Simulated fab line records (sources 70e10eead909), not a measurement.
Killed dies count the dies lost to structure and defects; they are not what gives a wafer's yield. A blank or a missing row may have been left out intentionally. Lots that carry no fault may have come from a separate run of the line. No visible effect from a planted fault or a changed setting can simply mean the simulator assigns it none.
Which of the tools did it? -- flow nand_harc -- 20 lots, 60 wafers sampled, at 6 steps of a route of 1302

## WHAT THE GAUGES READ, wafer by wafer
No reading from a measuring or inspecting step in the record can be judged against a usual standard deviation.

## EACH LOT AND THE TOOL THAT RAN IT (in order: tool; ch and the chambers of the sampled wafers; start)
lot,NHARC_P_GATE_ETCH_32,NHARC_P_GATE_STRIP_108,NHARC_P_GATE_DESCUM_61,NHARC_P_M1_ETCH_35,NHARC_P_M1_ETCH_28,NHARC_P_M2_ETCH_15
L074,"rie_si-01 ch 0,1, day 5 05:57","rie_diel-07 ch 1,2, day 5 06:07","rie_diel-07 ch 0,2,3, day 5 19:08","rie_diel-13 ch 0,1,3, day 6 09:46","rie_diel-12 ch 0,1,2, no start","rie_diel-09 ch 1,2,3, no start"
L075,"rie_si-01 ch 0,1, day 5 10:32","rie_diel-07 ch 0,1,3, day 5 10:41","rie_diel-09 ch 0,1,2, day 5 23:40","rie_diel-13 ch 2,3, day 6 14:35","rie_diel-13 ch 0,2, no start","rie_diel-09 ch 2,3, no start"
L076,"rie_si-01 ch 0,1,3, day 5 17:33","rie_diel-04 ch 1,2,3, day 5 17:43","rie_diel-09 ch 0,2,3, day 6 09:00","rie_diel-12 ch 0,1,2, day 6 23:42","rie_diel-05 ch 0,1,3, no start","rie_diel-02 ch 0,1,2, no start"
L077,"rie_si-01 ch 1,2, day 6 06:26","rie_diel-07 ch 1,2, day 6 06:35","rie_diel-07 ch 0,3, day 6 19:43","rie_diel-13 ch 0,2,3, day 7 10:20","rie_diel-13 ch 0,1, no start","rie_diel-09 ch 0,1,3, no start"
L078,"rie_si-01 ch 2,3, day 7 00:53","rie_diel-04 ch 1,2,3, day 7 01:12","rie_diel-07 ch 0,1,3, day 7 14:13","rie_diel-12 ch 0,1, day 8 04:29","rie_diel-12 ch 0,2,3, no start","rie_diel-07 ch 1,2, no start"
L079,"rie_si-03 ch 1,2,3, day 7 03:40","rie_diel-07 ch 2,3, day 7 03:49","rie_diel-04 ch 0,1,2, day 7 16:58","rie_diel-12 ch 2,3, day 8 07:37","rie_diel-13 ch 1,2, no start","rie_diel-02 ch 1,2,3, no start"
L080,"rie_si-03 ch 0,1, day 7 15:30","rie_diel-07 ch 0,1,2, day 7 15:41","rie_diel-04 ch 2,3, day 8 04:35","rie_diel-13 ch 1,2,3, day 8 19:41","rie_diel-13 ch 0,3, no start","rie_diel-07 ch 0,2,3, no start"
L082,"rie_si-03 ch 1,2,3, day 8 14:22","rie_diel-07 ch 0,1,2, day 8 14:31","rie_diel-04 ch 0,1,3, day 9 03:28","rie_diel-13 ch 0,2,3, day 9 18:53","rie_diel-13 ch 0,1,2, no start","rie_diel-02 ch 0,1,2, no start"
L083,"rie_si-01 ch 1,2, day 8 14:37","rie_diel-09 ch 0,2,3, day 8 14:49","rie_diel-07 ch 0,1,2, day 9 03:55","rie_diel-05 ch 1,2, day 9 19:03","rie_diel-05 ch 0,3, no start","rie_diel-07 ch 1,2, no start"
L084,"rie_si-06 ch 0,2, day 9 10:54","rie_diel-04 ch 0,1, day 9 11:04","rie_diel-04 ch 1,2, day 10 00:14","rie_diel-13 ch 1,3, day 10 15:01","rie_diel-12 ch 1,2,3, no start","rie_diel-09 ch 0,3, no start"
L085,"rie_si-03 ch 0,1,3, day 9 22:53","rie_diel-09 ch 0,3, day 9 23:02","rie_diel-09 ch 1,2,3, day 10 12:01","rie_diel-13 ch 0,2,3, day 11 03:05","rie_diel-13 ch 0,1,2, no start","rie_diel-09 ch 0,3, no start"
L086,"rie_si-01 ch 0,2,3, day 10 01:02","rie_diel-09 ch 0,2,3, day 10 01:11","rie_diel-07 ch 0,1,3, day 10 14:05","rie_diel-13 ch 0,1,2, day 11 05:29","rie_diel-13 ch 0,1,2, no start","rie_diel-07 ch 0,2,3, no start"
L087,"rie_si-01 ch 1,2,3, day 10 11:16","rie_diel-04 ch 0,3, day 10 11:23","rie_diel-09 ch 1,2,3, day 11 00:34","rie_diel-12 ch 1,2, day 11 15:46","rie_diel-13 ch 0,3, no start","rie_diel-09 ch 1,2,3, no start"
L090,"rie_si-01 ch 0,2, day 12 01:55","rie_diel-04 ch 0,1,3, day 12 02:04","rie_diel-07 ch 0,1,2, day 12 15:38","rie_diel-13 ch 0,2,3, day 13 06:43","rie_diel-12 ch 0,2,3, no start","rie_diel-09 ch 1,2,3, no start"
L091,"rie_si-03 ch 1,2,3, day 12 04:19","rie_diel-07 ch 0,1,3, day 12 04:28","rie_diel-09 ch 0,3, day 12 17:32","rie_diel-13 ch 1,2, day 13 09:16","rie_diel-12 ch 0,1,2, no start","rie_diel-02 ch 1,3, no start"
L092,"rie_si-06 ch 0,2,3, day 12 20:25","rie_diel-04 ch 1,2,3, day 12 20:34","rie_diel-04 ch 0,2,3, day 13 11:40","rie_diel-13 ch 0,1,3, day 14 02:08","rie_diel-12 ch 0,1,3, no start","rie_diel-07 ch 0,1,2, no start"
L093,"rie_si-06 ch 0,3, day 13 06:37","rie_diel-09 ch 0,2,3, day 13 06:50","rie_diel-04 ch 0,3, day 13 19:49","rie_diel-13 ch 1,2, day 14 10:45","rie_diel-12 ch 0,1,3, no start","rie_diel-02 ch 0,3, no start"
L095,"rie_si-01 ch 1,2,3, day 13 17:11","rie_diel-09 ch 2,3, day 13 17:21","rie_diel-04 ch 2,3, day 14 06:26","rie_diel-12 ch 1,2,3, day 14 21:05","rie_diel-13 ch 0,2,3, no start","rie_diel-09 ch 1,2,3, no start"
L096,"rie_si-01 ch 0,3, day 14 03:44","rie_diel-04 ch 2,3, day 14 03:54","rie_diel-04 ch 0,1,3, day 14 17:00","rie_diel-12 ch 2,3, day 15 07:43","rie_diel-12 ch 0,1, no start","rie_diel-07 ch 0,2,3, no start"
L097,"rie_si-06 ch 0,2,3, day 14 17:58","rie_diel-07 ch 1,2,3, day 14 18:08","rie_diel-09 ch 1,2,3, day 15 07:12","rie_diel-12 ch 0,2,3, day 15 21:57","rie_diel-05 ch 1,2,3, no start","rie_diel-09 ch 0,1, no start"
- NHARC_P_GATE_ETCH_32: etches the open film in HBr/Cl2, target depth 150 nm, time 100.1 s.
- NHARC_P_GATE_STRIP_108: strips in O2.
- NHARC_P_GATE_DESCUM_61: chemistry O2, time 3 s.
- NHARC_P_M1_ETCH_35: etches the open film in N2/H2, target depth 40 nm, overetch 12 nm, time 43.94 s.
- NHARC_P_M1_ETCH_28: etches the open film in CF4/N2, target depth 30 nm, time 72.99 s.
- NHARC_P_M2_ETCH_15: etches the open film in C4F8/Ar, target depth 182.5 nm, time 91.2 s.

## AS READ BY THE TOOLS THEMSELVES (means over the sampled wafers that have a number; for cases with no such wafer, the mark the record gives instead)
NHARC_P_GATE_ETCH_32. Usual: bias_w 100.03 W, standard deviation 0.29; drypump_motor_current_A 5.9 A, standard deviation 0.37; oes_product_au 1.001 a.u., standard deviation 0.0064; throttle_valve_pct 26.406 %, standard deviation 0.0093.
lot,tool,bias_w (W),drypump_motor_current_A (A),oes_product_au (a.u.),throttle_valve_pct (%),flag
L074,rie_si-01,100.15,6.0,1.006,26.403,
L075,rie_si-01,100.07,6.0,0.996,26.399,
L076,rie_si-01,99.95,5.8,0.997,26.405,
L077,rie_si-01,99.72,6.1,1.000,26.400,
L078,rie_si-01,100.18,5.9,1.006,26.401,
L079,rie_si-03,100.00,5.9,1.001,26.406,
L080,rie_si-03,99.82,5.8,0.994,26.399,
L082,rie_si-03,100.18,5.9,0.996,26.393,
L083,rie_si-01,99.92,6.1,1.000,26.402,
L084,rie_si-06,100.00,5.7,1.003,26.402,
L085,rie_si-03,100.13,5.9,1.004,26.390,
L086,rie_si-01,100.38,5.8,1.004,26.410,
L087,rie_si-01,100.04,5.8,0.997,26.409,
L090,rie_si-01,100.36,6.1,0.999,26.406,
L091,rie_si-03,100.35,5.9,0.993,26.408,
L092,rie_si-06,99.75,6.0,0.998,26.405,
L093,rie_si-06,99.65,6.2,1.001,26.410,
L095,rie_si-01,100.14,5.9,1.001,26.407,
L096,rie_si-01,100.04,5.8,1.001,26.404,
L097,rie_si-06,99.69,5.9,1.006,26.405,

NHARC_P_GATE_STRIP_108. Usual: drypump_motor_current_A 5.6 A, standard deviation 0.36; oes_product_au 0.998 a.u., standard deviation 0.0082; rf_vpp_V 57.7 V, standard deviation 0.87; showerhead_plenum_p_Torr 3.50 Torr, standard deviation 0.14; throttle_valve_pct 17.038 %, standard deviation 0.0092.
lot,tool,drypump_motor_current_A (A),oes_product_au (a.u.),rf_vpp_V (V),showerhead_plenum_p_Torr (Torr),throttle_valve_pct (%),flag
L074,rie_diel-07,5.3,0.997,57.7,3.47,17.040,
L075,rie_diel-07,5.4,0.999,58.6,3.55,17.033,
L076,rie_diel-04,5.6,0.994,58.4,3.61,17.038,
L077,rie_diel-07,5.2,0.982,57.7,3.57,17.043,
L078,rie_diel-04,5.6,0.991,58.2,3.61,17.035,
L079,rie_diel-07,5.1,0.994,58.8,3.66,17.028,
L080,rie_diel-07,5.4,0.988,57.2,3.55,17.041,
L082,rie_diel-07,5.4,0.988,57.9,3.55,17.038,
L083,rie_diel-09,5.9,0.994,57.6,3.33,17.038,
L084,rie_diel-04,5.8,0.999,57.6,3.55,17.035,
L085,rie_diel-09,5.9,1.004,57.5,3.33,17.041,
L086,rie_diel-09,6.0,1.008,56.6,3.33,17.043,
L087,rie_diel-04,5.6,0.995,58.0,3.59,17.039,
L090,rie_diel-04,5.7,0.995,57.8,3.59,17.030,
L091,rie_diel-07,5.4,0.990,58.0,3.55,17.032,
L092,rie_diel-04,5.6,1.001,58.0,3.61,17.042,
L093,rie_diel-09,6.0,1.002,57.4,3.33,17.038,
L095,rie_diel-09,6.1,1.001,57.0,3.34,17.035,
L096,rie_diel-04,5.4,1.003,57.9,3.58,17.039,
L097,rie_diel-07,5.2,1.000,57.8,3.56,17.047,

NHARC_P_GATE_DESCUM_61. Usual: drypump_motor_current_A 5.6 A, standard deviation 0.32; oes_product_au 0.997 a.u., standard deviation 0.0086; rf_vpp_V 57.8 V, standard deviation 0.83; showerhead_plenum_p_Torr 1.90 Torr, standard deviation 0.076; throttle_valve_pct 11.311 %, standard deviation 0.0093.
lot,tool,drypump_motor_current_A (A),oes_product_au (a.u.),rf_vpp_V (V),showerhead_plenum_p_Torr (Torr),throttle_valve_pct (%),flag
L074,rie_diel-07,5.3,0.996,58.3,1.99,11.315,
L075,rie_diel-09,5.8,0.987,57.9,1.81,11.306,
L076,rie_diel-09,5.9,0.992,57.2,1.80,11.319,
L077,rie_diel-07,5.3,0.991,58.0,1.98,11.309,
L078,rie_diel-07,5.4,0.986,57.8,1.93,11.312,
L079,rie_diel-04,5.7,0.998,58.0,1.94,11.316,
L080,rie_diel-04,5.5,0.993,57.8,1.96,11.317,
L082,rie_diel-04,5.7,0.996,58.0,1.95,11.312,
L083,rie_diel-07,5.4,0.983,58.1,1.93,11.311,
L084,rie_diel-04,5.7,0.982,57.0,1.97,11.310,
L085,rie_diel-09,6.1,1.000,57.9,1.82,11.304,
L086,rie_diel-07,5.4,0.999,57.5,1.93,11.319,
L087,rie_diel-09,6.1,0.999,57.6,1.82,11.314,
L090,rie_diel-07,5.4,0.996,57.7,1.93,11.313,
L091,rie_diel-09,6.1,0.995,57.8,1.81,11.306,
L092,rie_diel-04,5.6,1.006,57.8,1.93,11.303,
L093,rie_diel-04,5.7,1.011,58.5,1.92,11.306,
L095,rie_diel-04,5.5,1.002,57.6,1.94,11.313,
L096,rie_diel-04,5.7,0.997,58.1,1.95,11.308,
L097,rie_diel-09,6.0,0.998,57.5,1.82,11.317,

NHARC_P_M1_ETCH_35. Usual: bias_w 150.0 W, standard deviation 0.46; drypump_motor_current_A 5.6 A, standard deviation 0.58; oes_product_au 1.001 a.u., standard deviation 0.0078; rf_vpp_V 429.5 V, standard deviation 2.1; showerhead_plenum_p_Torr 2.00 Torr, standard deviation 0.066; throttle_valve_pct 14.171 %, standard deviation 0.0098.
lot,tool,bias_w (W),drypump_motor_current_A (A),oes_product_au (a.u.),rf_vpp_V (V),showerhead_plenum_p_Torr (Torr),throttle_valve_pct (%),flag
L074,rie_diel-13,150.0,5.5,1.004,429.1,1.98,14.165,
L075,rie_diel-13,149.8,5.4,1.013,427.5,1.96,14.163,
L076,rie_diel-12,149.7,5.8,1.003,430.4,2.04,14.171,
L077,rie_diel-13,150.1,5.7,1.010,428.0,1.95,14.173,
L078,rie_diel-12,149.7,6.0,0.987,431.9,2.09,14.175,
L079,rie_diel-12,149.8,5.9,0.988,429.1,1.98,14.173,
L080,rie_diel-13,150.1,5.3,1.004,429.1,1.98,14.164,
L082,rie_diel-13,149.1,5.7,1.004,428.0,1.95,14.161,
L083,rie_diel-05,149.8,5.7,0.997,430.3,2.02,14.171,
L084,rie_diel-13,150.4,5.1,1.006,429.6,2.01,14.173,
L085,rie_diel-13,149.9,5.7,1.005,427.7,1.95,14.181,
L086,rie_diel-13,149.6,5.8,1.006,430.1,1.99,14.172,
L087,rie_diel-12,150.0,5.3,0.996,429.7,2.01,14.167,
L090,rie_diel-13,150.4,5.7,0.999,428.2,1.95,14.171,
L091,rie_diel-13,150.4,5.4,1.003,430.2,2.03,14.172,
L092,rie_diel-13,149.8,5.6,0.999,428.8,1.97,14.169,
L093,rie_diel-13,150.1,5.5,0.998,429.1,2.00,14.164,
L095,rie_diel-12,150.1,5.6,0.997,429.5,1.99,14.171,
L096,rie_diel-12,150.0,5.8,0.993,429.0,1.98,14.167,
L097,rie_diel-12,149.8,6.1,0.995,430.6,2.03,14.183,

NHARC_P_M1_ETCH_28. Usual: bias_w 99.99 W, standard deviation 0.28; drypump_motor_current_A 5.6 A, standard deviation 0.54; oes_product_au 0.999 a.u., standard deviation 0.0076; rf_vpp_V 313.5 V, standard deviation 1.5; showerhead_plenum_p_Torr 2.59 Torr, standard deviation 0.078; throttle_valve_pct 19.794 %, standard deviation 0.008.
lot,tool,bias_w (W),drypump_motor_current_A (A),oes_product_au (a.u.),rf_vpp_V (V),showerhead_plenum_p_Torr (Torr),throttle_valve_pct (%),flag
L074,rie_diel-12,100.01,5.8,1.002,314.6,2.63,19.795,
L075,rie_diel-13,100.12,6.0,1.005,312.7,2.55,19.797,
L076,rie_diel-05,99.94,5.6,1.000,313.4,2.60,19.794,
L077,rie_diel-13,99.99,5.6,1.004,313.5,2.60,19.806,
L078,rie_diel-12,99.86,6.1,0.992,314.0,2.61,19.794,
L079,rie_diel-13,100.08,5.5,1.007,313.8,2.59,19.800,
L080,rie_diel-13,99.60,6.0,1.006,313.0,2.51,19.803,
L082,rie_diel-13,100.01,5.8,1.003,313.4,2.57,19.794,
L083,rie_diel-05,99.93,5.3,1.011,315.0,2.65,19.797,
L084,rie_diel-12,99.73,5.6,1.002,312.9,2.57,19.791,
L085,rie_diel-13,99.95,5.8,0.998,313.9,2.57,19.790,
L086,rie_diel-13,100.10,5.8,0.998,313.4,2.57,19.794,
L087,rie_diel-13,99.88,6.0,1.005,312.8,2.51,19.796,
L090,rie_diel-12,100.34,6.1,0.985,313.8,2.61,19.783,
L091,rie_diel-12,100.03,5.7,0.991,313.6,2.63,19.802,
L092,rie_diel-12,100.01,5.9,0.993,313.5,2.62,19.797,
L093,rie_diel-12,99.93,5.9,0.991,313.9,2.62,19.793,
L095,rie_diel-13,100.34,5.7,1.000,311.5,2.52,19.794,
L096,rie_diel-12,100.00,5.6,0.994,313.8,2.64,19.791,
L097,rie_diel-05,99.74,5.4,1.001,314.0,2.60,19.793,

NHARC_P_M2_ETCH_15. Usual: bias_w 300.1 W, standard deviation 0.89; oes_product_au 0.935 a.u., standard deviation 0.021; rf_vpp_V 439.8 V, standard deviation 2.9.
lot,tool,bias_w (W),oes_product_au (a.u.),rf_vpp_V (V),flag
L074,rie_diel-09,300.5,0.918,438.0,
L075,rie_diel-09,300.9,0.926,438.2,
L076,rie_diel-02,300.7,0.925,442.7,
L077,rie_diel-09,300.0,0.950,437.5,
L078,rie_diel-07,301.0,0.922,439.3,
L079,rie_diel-02,299.5,0.932,443.7,
L080,rie_diel-07,300.0,0.923,443.0,
L082,rie_diel-02,300.6,0.978,443.3,
L083,rie_diel-07,299.4,0.918,439.2,
L084,rie_diel-09,299.6,0.923,437.3,
L085,rie_diel-09,300.7,0.920,437.5,
L086,rie_diel-07,300.1,0.919,442.9,
L087,rie_diel-09,300.8,0.930,438.1,
L090,rie_diel-09,299.5,0.927,438.2,
L091,rie_diel-02,299.7,0.947,440.7,
L092,rie_diel-07,300.6,0.974,441.4,
L093,rie_diel-02,300.1,0.925,439.9,
L095,rie_diel-09,300.9,0.977,438.0,
L096,rie_diel-07,299.8,0.927,443.5,
L097,rie_diel-09,299.7,0.925,437.7,

## THE ANSWER, worked out from the rows above alone
Rule: a lot counts as off when the mean over its wafers that have a number is more than 3 standard deviations away from the usual mean. A lot without any number at a reading at which 4 lots or more have one is off too. All remaining lots with rows at the step are treated as sound. First the gauges in route order, then the tools' own readings, where a lot's mean is used as printed above. At the first step where some lot is off, the reading lying furthest off is the one used; lots without a number count as furthest.
Nothing can be told from this: no lot is off at any reading shown.

## WHAT WAS PUT IN BY THE SIMULATOR
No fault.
